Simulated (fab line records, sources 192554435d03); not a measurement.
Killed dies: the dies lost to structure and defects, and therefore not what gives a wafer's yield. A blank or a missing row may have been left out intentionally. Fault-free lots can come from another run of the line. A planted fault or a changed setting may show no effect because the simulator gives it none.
A lot that was struck, set against a sound lot    flow n5Finfet    15 steps out of a route of 1938
Sound: wafers L675.2, L675.3, L675.4. Struck: wafers L667.2, L667.4 (left out: L667.3, a lot-mate that was not struck); the cause follows at the end.
Each step with rows lists, per side, the tool, then ch with its chambers, then its first start. Under that, the readings that differ: sound wafers    struck wafers    difference of the means    sigmas: that difference in standard deviations of wafers without a fault.
alike: readings whose means differ by less than 2 such deviations, and words and numbers that are the same on both sides. not compared: withheld readings, readings that some wafer has no value for, bounds like >300 that may hide the same value, and numbers for which the record gives no deviation and whose values overlap.
A row with sigmas, a row that says differs or no value, or rows on one side alone: a step with any of these is where the two part. Numbers that don't overlap but have no deviation are shown without sigmas and don't part them. A reading missing from all wafers of one side parts the sides only when that side holds two or more wafers.

first, 3 steps without rows for these wafers: N5_FIN_SAQP_PRECLEAN_00 (cleans in SC1, time 60 s); N5_FIN_SAQP_PRECLEAN_44 (cleans in SC2, time 45 s); N5_FIN_SAQP_SRD_01 (time 30 s).
N5_FIN_SAQP_ALD_61: deposits SiO2, target thk 4 nm, pulse time 1 s, purge time 2 s.
  sound on aldSin-04 ch 0,1,2, day 5 21:19; struck on aldSin-01 ch 1,2, day 3 20:50
  alike: heaterPowerW, precursorPulseHeightRel
then, 1 step without rows for these wafers: N5_FIN_SAQP_DENSIFY_62 (time 60 s).
N5_FIN_SAQP_HM_DEP_03: deposits SiNx from SiH4/NH3/N2, target thk 38 nm, time 33.6 s.
  sound on pecvd-01 ch 0,1, day 5 21:44; struck on pecvd-03 ch 0,2, day 3 21:26
reading           sound        struck   difference  sigmas
heaterPowerW (W)  762 734 763  658 615  -116        -3
  alike: showerheadPlenumPTorr, throttleValvePct
N5_FIN_SAQP_THK_MEAS_05:
  struck on filmMetro-01, day 3 21:31; sound on filmMetro-01, day 5 21:50
  alike: thkNm
N5_FIN_SAQP_PECVD_47: deposits a-Si from SiH4/He, target thk 45 nm, time 36.3 s.
  sound on pecvd-04 ch 0,1, day 5 21:53; struck on pecvd-04 ch 1, day 3 21:33
  alike: heaterPowerW, showerheadPlenumPTorr, throttleValvePct
N5_FIN_SAQP_PECVD_48: deposits SiNx from SiH4/NH3/N2, target thk 25 nm, time 22.1 s.
  sound on pecvd-04 ch 0,1, day 5 21:55; struck on pecvd-04 ch 1, day 3 21:36
  alike: heaterPowerW, showerheadPlenumPTorr, throttleValvePct
then, 1 step without rows for these wafers: N5_FIN_SAQP_PECVD_06 (deposits a-Si from SiH4/He, target thk 60 nm, time 48.1 s).
N5_FIN_SAQP_THK_MEAS_07:
  struck on filmMetro-02, day 3 21:43; sound on filmMetro-02, day 5 22:03
  alike: thkNm
N5_FIN_SAQP_HM_DEP_72: deposits SiO2 from SiH4/N2O, target thk 12 nm, time 7.2 s.
  sound on pecvd-03 ch 1,2, day 5 22:05; struck on pecvd-01 ch 1,2, day 3 21:46
  alike: heaterPowerW, showerheadPlenumPTorr
N5_FIN_SAQP_COAT_49: time 60 s, resist thk 100 nm.
  sound on lithoTrack-04 ch 0, day 5 22:12; struck on lithoTrack-05 ch 0, day 3 21:50
reading                sound              struck       difference  sigmas
heaterPowerTotalW (W)  501.4 497.6 497.8  552.5 552.8  +53.7       +30
runLengthS (s)         66.13 66.19 66.33  56.93 56.89  -9.31       -72
then, 1 step without rows for these wafers: N5_FIN_SAQP_COAT_50 (time 60 s, resist thk 35 nm).
-- a jump in the record: the struck wafers' starts before and after are 12 days apart (it breaks off in module FIN_SAQP and resumes in module PASSIVATION, where the first step shown is number 1936 of the route) --
N5_PASSIVATION_PROBE_49:
  the record has rows for the struck wafers here (prober-02, day 16 03:07) and none for the sound ones

## WHERE THEY PART
At N5_FIN_SAQP_HM_DEP_03 first; at N5_PASSIVATION_PROBE_49 last (within this record only).

WHY: what the simulator had put in
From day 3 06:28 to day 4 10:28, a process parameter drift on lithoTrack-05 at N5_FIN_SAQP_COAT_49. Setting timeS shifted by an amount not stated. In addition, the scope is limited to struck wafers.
